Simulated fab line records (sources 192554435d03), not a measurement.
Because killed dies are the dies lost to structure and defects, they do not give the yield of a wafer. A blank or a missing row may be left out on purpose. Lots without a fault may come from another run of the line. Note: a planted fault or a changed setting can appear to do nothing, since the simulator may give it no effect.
Which tool did it? ; flow n5_finfet ; Sampling: 24 lots, 72 wafers, 6 of 1938 route steps

WHAT EACH GAUGE READ, for each wafer
N5_BEOL_M5_INSPECT_30: inspects for defects (brightfield).
lot;measured;on;raw_defect_count
L074;day 8 00:23;defect_inspect-01;291 515 482
L075;day 8 07:34;defect_inspect-02;360 457 479
L077;day 8 18:43;defect_inspect-01;309 380 375
L076;day 8 18:46;defect_inspect-02;533 427 264
L078;day 9 01:55;defect_inspect-01;288 307 270
L079;day 9 11:50;defect_inspect-01;347 327 306
L080;day 9 17:41;defect_inspect-01;393 439 659
L081;day 9 22:47;defect_inspect-02;421 474 377
L082;day 10 03:22;defect_inspect-01;424 402 317
L083;day 10 05:19;defect_inspect-02;484 346 285
L084;day 10 23:24;defect_inspect-02;419 556 444
L085;day 11 00:12;defect_inspect-02;356 516 375
L086;day 11 04:21;defect_inspect-01;395 391 428
L087;day 11 21:05;defect_inspect-02;555 554 437
L088;day 11 22:38;defect_inspect-02;473 481 390
L089;day 12 04:14;defect_inspect-01;472 368 225
L091;day 12 07:15;defect_inspect-01;398 519 528
L090;day 12 07:18;defect_inspect-01;415 426 401
L092;day 12 13:47;defect_inspect-02;313 337 281
L093;day 13 01:35;defect_inspect-02;561 244 419
L094;day 13 09:56;defect_inspect-01;561 498 489
L096;day 13 13:08;defect_inspect-01;452 422 453
L095;day 13 19:20;defect_inspect-01;305 341 335
L097;day 13 22:28;defect_inspect-01;277 400 347

N5_BEOL_M5_OCD_MEAS_38.
lot;measured;on;trench_depth_nm (nm)
L074;day 8 00:50;ocd-01;71.7 72.0 71.1
L075;day 8 08:01;ocd-01;71.5 70.7 72.3
L077;day 8 19:13;ocd-01;70.7 71.5 72.0
L076;day 8 19:14;ocd-02;72.0 70.1 69.7
L078;day 9 02:22;ocd-01;72.5 70.6 71.2
L079;day 9 12:40;ocd-02;69.7 70.2 69.0
L080;day 9 18:26;ocd-01;70.7 71.0 71.0
L081;day 9 23:14;ocd-01;72.0 71.6 72.2
L082;day 10 03:49;ocd-01;69.7 72.5 70.9
L083;day 10 05:47;ocd-01;69.2 72.7 71.2
L084;day 11 00:10;ocd-01;72.1 70.9 72.6
L085;day 11 01:04;ocd-02;70.9 69.7 71.2
L086;day 11 04:48;ocd-02;70.4 71.2 70.4
L087;day 11 21:32;ocd-01;70.3 73.0 71.3
L088;day 11 23:06;ocd-01;71.0 70.5 71.4
L089;day 12 04:44;ocd-02;71.5 70.5 72.1
L091;day 12 07:43;ocd-02;73.1 71.1 70.2
L090;day 12 07:46;ocd-01;71.5 71.3 72.3
L092;day 12 14:21;ocd-01;72.2 71.7 71.5
L093;day 13 02:17;ocd-02;72.9 72.3 72.1
L094;day 13 10:23;ocd-01;72.0 69.9 71.7
L096;day 13 13:41;ocd-01;70.0 72.3 70.7
L095;day 13 19:53;ocd-02;70.9 72.5 71.7
L097;day 13 22:55;ocd-02;70.5 71.0 71.3

N5_BEOL_M5_RS_MEAS_57: a four-point-probe measurement.
lot;measured;on;M5_RS (ohm/sq)
L074;day 8 08:08;film_metro-02;0.406 0.404 0.409
L075;day 8 15:07;film_metro-02;0.407 0.417 0.385
L077;day 9 01:50;film_metro-01;0.417 0.403 0.411
L076;day 9 02:31;film_metro-02;0.390 0.410 0.409
L078;day 9 10:29;film_metro-02;0.390 0.409 0.403
L079;day 9 20:59;film_metro-01;0.390 0.398 0.402
L080;day 10 02:47;film_metro-02;0.386 0.398 0.404
L081;day 10 06:19;film_metro-01;0.382 0.387 0.384
L082;day 10 11:02;film_metro-02;0.421 0.389 0.405
L083;day 10 13:47;film_metro-01;0.415 0.388 0.402
L084;day 11 06:51;film_metro-01;0.397 0.396 0.373
L085;day 11 07:55;film_metro-01;0.398 0.394 0.395
L086;day 11 12:20;film_metro-01;0.404 0.383 0.423
L087;day 12 05:39;film_metro-02;0.399 0.386 0.386
L088;day 12 06:07;film_metro-02;0.421 0.406 0.403
L089;day 12 13:01;film_metro-01;0.400 0.405 0.395
L091;day 12 14:52;film_metro-02;0.388 0.397 0.395
L090;day 12 15:00;film_metro-02;0.397 0.411 0.400
L092;day 12 22:27;film_metro-02;0.395 0.407 0.413
L093;day 13 08:44;film_metro-01;0.373 0.377 0.374
L094;day 13 18:36;film_metro-02;0.370 0.394 0.368
L096;day 13 21:34;film_metro-02;0.391 0.380 0.375
L095;day 14 04:03;film_metro-01;0.384 0.384 0.373
L097;day 14 06:14;film_metro-01;0.403 0.380 0.397

EACH LOT AND THE TOOL THAT RAN IT (in order: tool; ch and the chambers of the sampled wafers; start)
lot;N5_BEOL_M5_ETCH_75;N5_BEOL_M5_ETCH_41;N5_BEOL_M5_DEP_56
L074;rie_diel-04 ch 0,3, day 8 00:28;rie_diel-04 ch 0,3, day 8 00:50 or earlier;pecvd-04 ch 0,2, day 8 08:04
L075;rie_diel-05 ch 0,1,2, day 8 07:38;rie_diel-05 ch 0,1,2, day 8 08:01 or earlier;pecvd-01 ch 0,2, day 8 15:01
L077;rie_diel-04 ch 0,1,3, day 8 18:50;rie_diel-04 ch 0,1,3, day 8 19:13 or earlier;pecvd-01 ch 1,2, day 9 01:46
L076;rie_diel-05 ch 0,2,3, day 8 18:52;rie_diel-05 ch 0,2,3, day 8 19:14 or earlier;pecvd-04 ch 0,1, day 9 02:27
L078;rie_diel-05 ch 1,2,3, day 9 01:59;rie_diel-05 ch 1,2,3, day 9 02:22 or earlier;pecvd-04 ch 0,1,2, day 9 10:25
L079;rie_diel-05 ch 0,3, day 9 12:17;rie_diel-05 ch 0,3, day 9 12:40 or earlier;pecvd-04 ch 0,1,2, day 9 20:55
L080;rie_diel-01 ch 0,1,2, day 9 18:02;rie_diel-01 ch 0,1,2, day 9 18:26 or earlier;pecvd-03 ch 0,2, day 10 02:43
L081;rie_diel-04 ch 0,1,2, day 9 22:50;rie_diel-04 ch 0,1,2, day 9 23:14 or earlier;pecvd-03 ch 0,1, day 10 06:14
L082;rie_diel-05 ch 2,3, day 10 03:26;rie_diel-05 ch 2,3, day 10 03:49 or earlier;pecvd-01 ch 0,2, day 10 10:59
L083;rie_diel-05 ch 0,2,3, day 10 05:23;rie_diel-05 ch 0,2,3, day 10 05:47 or earlier;pecvd-03 ch 0,2, day 10 13:43
L084;rie_diel-04 ch 0,1,2, day 10 23:46;rie_diel-04 ch 0,1,2, day 11 00:10 or earlier;pecvd-01 ch 0,1, day 11 06:47
L085;rie_diel-05 ch 0,1, day 11 00:41;rie_diel-05 ch 0,1, day 11 01:04 or earlier;pecvd-01 ch 0,1, day 11 07:51
L086;rie_diel-01 ch 1,3, day 11 04:25;rie_diel-01 ch 1,3, day 11 04:48 or earlier;pecvd-03 ch 0,1, day 11 12:16
L087;rie_diel-05 ch 0,1,2, day 11 21:10;rie_diel-05 ch 0,1,2, day 11 21:32 or earlier;pecvd-03 ch 1,2, day 12 05:35
L088;rie_diel-05 ch 0,3, day 11 22:43;rie_diel-05 ch 0,3, day 11 23:06 or earlier;pecvd-01 ch 0,1, day 12 06:04
L089;rie_diel-05 ch 0,1,3, day 12 04:22;rie_diel-05 ch 0,1,3, day 12 04:44 or earlier;pecvd-03 ch 1,2, day 12 12:56
L091;rie_diel-04 ch 0,1,2, day 12 07:19;rie_diel-04 ch 0,1,2, day 12 07:43 or earlier;pecvd-03 ch 1, day 12 14:47
L090;rie_diel-05 ch 1,3, day 12 07:22;rie_diel-05 ch 1,3, day 12 07:46 or earlier;pecvd-01 ch 0,2, day 12 14:56
L092;rie_diel-05 ch 1,3, day 12 13:58;rie_diel-05 ch 1,3, day 12 14:21 or earlier;pecvd-01 ch 0,1, day 12 22:23
L093;rie_diel-04 ch 0,3, day 13 01:53;rie_diel-04 ch 0,3, day 13 02:17 or earlier;pecvd-01 ch 1,2, day 13 08:40
L094;rie_diel-05 ch 0,1, day 13 10:01;rie_diel-05 ch 0,1, day 13 10:23 or earlier;pecvd-04 ch 0,1, day 13 18:32
L096;rie_diel-05 ch 0,2,3, day 13 13:17;rie_diel-05 ch 0,2,3, day 13 13:41 or earlier;pecvd-03 ch 0,1,2, day 13 21:29
L095;rie_diel-04 ch 0,3, day 13 19:30;rie_diel-04 ch 0,3, day 13 19:53 or earlier;pecvd-04 ch 0,1,2, day 14 03:59
L097;rie_diel-05 ch 0,1, day 13 22:32;rie_diel-05 ch 0,1, day 13 22:55 or earlier;pecvd-04 ch 0,2, day 14 06:10
- N5_BEOL_M5_ETCH_75: etches underlayer in N2/H2, target depth 6.5 nm, time 5.2 s.
- N5_BEOL_M5_ETCH_41: etches SiCN in CH3F/O2, target depth 31.5 nm, time 56.7 s.
- N5_BEOL_M5_DEP_56: deposits SiCN from 3MS/NH3, target thk 8 nm, time 14 s.

WHAT THE TOOLS THEMSELVES READ (means of the sampled wafers that have a number; where no wafer has one, the mark that the record gives instead)
N5_BEOL_M5_ETCH_75.
lot;tool;drypump_motor_current_A (A);etch_rf_on_time_s (s);oes_product_au (a.u.);rf_vpp_V (V);showerhead_plenum_p_Torr (Torr);throttle_valve_pct (%)
L074;rie_diel-04;5.8;5.26;0.72;525.0;2.56;17.89
L075;rie_diel-05;5.8;5.18;0.68;521.8;2.46;17.80
L077;rie_diel-04;6.2;5.28;0.68;525.1;2.56;17.82
L076;rie_diel-05;5.7;5.20;0.66;522.6;2.49;17.76
L078;rie_diel-05;5.6;5.25;0.68;521.9;2.46;17.74
L079;rie_diel-05;5.7;5.29;0.61;519.5;2.42;17.86
L080;rie_diel-01;5.4;5.26;0.67;524.4;2.59;17.94
L081;rie_diel-04;6.2;5.17;0.65;524.5;2.58;17.73
L082;rie_diel-05;5.6;5.20;0.66;523.0;2.49;17.74
L083;rie_diel-05;5.7;5.18;0.66;521.6;2.48;17.79
L084;rie_diel-04;6.2;5.12;0.64;524.5;2.57;17.76
L085;rie_diel-05;5.8;5.28;0.63;519.6;2.36;17.98
L086;rie_diel-01;5.6;5.24;0.60;524.6;2.56;18.07
L087;rie_diel-05;5.7;5.16;0.66;521.0;2.45;17.86
L088;rie_diel-05;5.9;5.25;0.59;519.2;2.41;17.98
L089;rie_diel-05;5.7;5.22;0.62;520.3;2.39;17.97
L091;rie_diel-04;6.2;5.17;0.63;524.0;2.57;17.77
L090;rie_diel-05;5.6;5.24;0.64;520.1;2.37;17.93
L092;rie_diel-05;5.6;5.23;0.62;520.5;2.39;17.89
L093;rie_diel-04;5.8;5.27;0.69;522.7;2.54;17.96
L094;rie_diel-05;5.8;5.19;0.61;519.7;2.35;18.00
L096;rie_diel-05;5.7;5.16;0.63;521.4;2.47;17.82
L095;rie_diel-04;5.8;5.21;0.69;523.6;2.54;17.97
L097;rie_diel-05;5.8;5.23;0.62;518.8;2.35;18.00

N5_BEOL_M5_ETCH_41.
lot;tool;O2_flow_sccm (sccm);drypump_motor_current_A (A);oes_product_au (a.u.);rf_vpp_V (V);showerhead_plenum_p_Torr (Torr);throttle_valve_pct (%)
L074;rie_diel-04;19.96;5.8;0.87;296.8;2.00;16.20
L075;rie_diel-05;20.02;5.8;0.79;296.4;1.94;16.32
L077;rie_diel-04;19.98;6.1;0.80;297.4;2.01;16.27
L076;rie_diel-05;19.99;5.7;0.77;297.0;1.95;16.26
L078;rie_diel-05;20.06;5.6;0.80;296.4;1.94;16.26
L079;rie_diel-05;19.99;5.7;0.72;296.0;1.91;16.39
L080;rie_diel-01;20.01;5.5;0.79;298.5;2.03;16.30
L081;rie_diel-04;19.97;6.2;0.76;299.0;2.03;16.26
L082;rie_diel-05;19.88;5.5;0.77;297.1;1.96;16.21
L083;rie_diel-05;20.02;5.7;0.76;295.2;1.95;16.28
L084;rie_diel-04;19.96;6.2;0.75;297.7;2.03;16.26
L085;rie_diel-05;20.07;5.8;0.74;294.6;1.87;16.54
L086;rie_diel-01;19.98;5.5;0.69;297.6;2.00;16.44
L087;rie_diel-05;20.00;5.8;0.76;295.4;1.93;16.37
L088;rie_diel-05;20.02;5.9;0.69;296.1;1.90;16.50
L089;rie_diel-05;19.99;5.8;0.72;294.8;1.89;16.50
L091;rie_diel-04;20.02;6.2;0.74;298.1;2.02;16.26
L090;rie_diel-05;20.01;5.6;0.75;295.1;1.87;16.49
L092;rie_diel-05;20.02;5.6;0.73;294.8;1.89;16.44
L093;rie_diel-04;19.99;5.8;0.82;296.9;1.99;16.28
L094;rie_diel-05;19.99;5.8;0.73;294.5;1.86;16.58
L096;rie_diel-05;19.98;5.7;0.74;296.2;1.94;16.31
L095;rie_diel-04;20.02;5.8;0.81;297.0;1.99;16.29
L097;rie_diel-05;19.97;5.9;0.72;294.0;1.86;16.60

N5_BEOL_M5_DEP_56.
lot;tool;showerhead_plenum_p_Torr (Torr);throttle_valve_pct (%)
L074;pecvd-04;3.653;9.0
L075;pecvd-01;3.648;9.0
L077;pecvd-01;3.652;8.4
L076;pecvd-04;3.647;9.8
L078;pecvd-04;3.647;9.3
L079;pecvd-04;3.649;9.4
L080;pecvd-03;3.665;8.5
L081;pecvd-03;3.658;9.1
L082;pecvd-01;3.644;8.7
L083;pecvd-03;3.664;8.4
L084;pecvd-01;3.664;9.3
L085;pecvd-01;3.665;9.3
L086;pecvd-03;3.657;9.0
L087;pecvd-03;3.669;8.7
L088;pecvd-01;3.670;9.3
L089;pecvd-03;3.675;8.4
L091;pecvd-03;3.680;8.9
L090;pecvd-01;3.655;9.3
L092;pecvd-01;3.665;9.0
L093;pecvd-01;3.662;8.6
L094;pecvd-04;3.648;9.5
L096;pecvd-03;3.664;8.7
L095;pecvd-04;3.654;9.4
L097;pecvd-04;3.647;9.4

THE ANSWER, worked out from the rows above alone
Rule: the lots themselves supply what counts as usual. The widest of any qualifying gaps counts: lots, ordered by their means at a reading, are off when they make up no more than a third of the lots, leave a main group of 4 or more, and stand apart from it by 3 or more times the standard deviation of that group's means. If all means in a main group match to the digits the tables above print for the reading, that group is not used. Also off: a lot with no number at a reading for which 4 or more lots have one. Any other lot the step has rows for is counted as sound. After the gauges, taken in route order, come the tools' own readings; for these a lot's mean is taken, as printed above. At the first step where some lot is off, the reading lying furthest off is the one used; lots without a number count as furthest.
Across all readings shown, no lot is off: no conclusion can be drawn from this.

WHAT WAS PUT IN BY THE SIMULATOR
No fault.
